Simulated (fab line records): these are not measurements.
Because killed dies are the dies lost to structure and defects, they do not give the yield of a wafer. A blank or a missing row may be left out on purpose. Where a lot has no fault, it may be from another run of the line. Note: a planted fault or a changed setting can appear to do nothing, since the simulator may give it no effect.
Which of the tools did it? :: flow nand_harc :: Sampling: 6 lots, 18 wafers, 5 of 1159 route steps

WHAT EACH GAUGE READ, for each wafer
NHARC_END_SORT_01.
lot: L765
measured: day 21 07:41
on: prober-02
defect_limited_yield (%): 96.9 96.3 95.6

lot: L768
measured: day 21 22:43
on: prober-01
defect_limited_yield (%): 95.6 95.6 95.9

lot: L777
measured: day 25 01:49
on: prober-02
defect_limited_yield (%): 92.9 92.9 82.4

TOOL THAT RAN EACH LOT (tool first, then ch and the chambers of the sampled wafers, then the start)
lot: L760
NHARC_P_M1_PVD_20: pvd_sputter-02, day 6 20:00
NHARC_A_BONDPAD_PVD_27: pvd_sputter-03, day 18 09:24 or earlier
NHARC_A_BONDPAD_ANNEAL_28: rtp_anneal-02 ch 0, day 18 09:24
NHARC_THIN_TSV_ETCH_59: rie_metal-02 ch 0,1, day 19 07:04

lot: L763
NHARC_P_M1_PVD_20: pvd_sputter-03, day 7 04:14
NHARC_A_BONDPAD_PVD_27: pvd_sputter-03, day 19 08:07 or earlier
NHARC_A_BONDPAD_ANNEAL_28: rtp_anneal-02 ch 0, day 19 08:07
NHARC_THIN_TSV_ETCH_59: rie_metal-01 ch 0,1, day 20 04:37

lot: L765
NHARC_P_M1_PVD_20: pvd_sputter-01, day 8 05:05
NHARC_A_BONDPAD_PVD_27: pvd_sputter-01, day 20 03:34 or earlier
NHARC_A_BONDPAD_ANNEAL_28: rtp_anneal-02 ch 0, day 20 03:34
NHARC_THIN_TSV_ETCH_59: rie_metal-01 ch 0,1, day 20 23:03

lot: L768
NHARC_P_M1_PVD_20: pvd_sputter-02, day 8 12:41
NHARC_A_BONDPAD_PVD_27: pvd_sputter-01, day 20 20:28 or earlier
NHARC_A_BONDPAD_ANNEAL_28: rtp_anneal-02 ch 0, day 20 20:28
NHARC_THIN_TSV_ETCH_59: rie_metal-03 ch 0,1, day 21 14:06

lot: L771
NHARC_P_M1_PVD_20: pvd_sputter-03, day 10 02:47
NHARC_A_BONDPAD_PVD_27: pvd_sputter-02, day 22 10:07 or earlier
NHARC_A_BONDPAD_ANNEAL_28: rtp_anneal-02 ch 0, day 22 10:07
NHARC_THIN_TSV_ETCH_59: rie_metal-01 ch 0,1, day 23 09:16

lot: L777
NHARC_P_M1_PVD_20: pvd_sputter-02, day 11 03:28
NHARC_A_BONDPAD_PVD_27: pvd_sputter-02, day 23 09:35 or earlier
NHARC_A_BONDPAD_ANNEAL_28: rtp_anneal-01 ch 0, day 23 09:35
NHARC_THIN_TSV_ETCH_59: rie_metal-03 ch 0, day 24 11:49
- NHARC_P_M1_PVD_20: deposits TaN, target thk 5 nm, time 8.06 s.
- NHARC_A_BONDPAD_PVD_27: deposits Cu, target thk 30 nm, time 20.49 s.
- NHARC_A_BONDPAD_ANNEAL_28: time 90 s.
- NHARC_THIN_TSV_ETCH_59: etches the open film in Cl2/BCl3, target depth 880 nm, time 138.1 s.

THE ANSWER, worked out from the rows above alone
Rule: the usual values come from the lots themselves. Put in order of their means at a reading, lots are off if they are a third of the lots or fewer, leave a main group of 4 or more, and stand apart from it by a gap of 3 or more times the standard deviation of the main group's means; of several such gaps the widest counts. A main group is skipped when, at the precision printed for the reading in the tables above, its means are all equal. A lot without any number at a reading at which 4 lots or more have one is off too. The other lots that the step has rows for count as sound.
Across all readings shown, no lot is off: no conclusion can be drawn from this.

WHAT THE SIMULATOR PUT IN
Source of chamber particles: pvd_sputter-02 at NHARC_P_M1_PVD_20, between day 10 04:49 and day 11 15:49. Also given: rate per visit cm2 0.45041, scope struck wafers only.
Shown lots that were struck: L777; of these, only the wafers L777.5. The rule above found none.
